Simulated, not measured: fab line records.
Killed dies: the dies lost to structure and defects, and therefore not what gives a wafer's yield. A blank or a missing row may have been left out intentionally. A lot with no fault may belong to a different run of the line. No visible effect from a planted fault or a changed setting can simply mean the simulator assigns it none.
Matching of chambers    flow n5-finfet    rie-diel-04 running N5_BEOL_M0_SAQP_ETCH_106: 4 sister chambers
The step etches SOC in N2/H2, stops on SiNx, target depth 150 nm. 4 wafers are shown with their chamber, then 9 later ones without.

== WAFERS, EACH WITH ITS CHAMBER ==
wafer   chamber  showerhead-plenum-p-Torr (Torr)
L081.3  2        2.54
L088.3  1        2.64
L090.5  3        2.63
L090.6  0        2.39

== WAFERS WITHOUT THEIR CHAMBER ==
wafer   showerhead-plenum-p-Torr (Torr)
L091.1  2.63
L091.3  2.39
L091.6  2.39
L094.2  2.62
L094.5  2.62
L094.6  2.53
L097.1  2.63
L097.2  2.62
L097.6  2.63

== WHICH CHAMBER EACH ONE RAN IN ==
wafer   from the rows above      in truth
L091.1  can't be placed: 3 or 1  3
L091.3  0                        0
L091.6  0                        0
L094.2  can't be placed: 3 or 1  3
L094.5  can't be placed: 3 or 1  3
L094.6  2                        2
L097.1  can't be placed: 3 or 1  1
L097.2  can't be placed: 3 or 1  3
L097.6  can't be placed: 3 or 1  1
Correct placement for 3 of the 9. Unplaceable from these rows: 6, with the true chamber sitting among the candidates in 6. 0 placed wrongly.
How it was worked out, from the rows above alone: a wafer's distance from a chamber is the root of the sum, over the readings, of the square of ((its reading less the chamber's mean) divided by the reading's scatter). If the next closest chamber is less than 2 further off than the closest, the wafer can't be placed; otherwise it belongs to the closest. For every chamber, the mean is computed from those of its wafers that are shown. The scatter (one wafer shown for each chamber): square how far every hidden wafer sits from the nearest shown wafer, average those squares and take the square root.
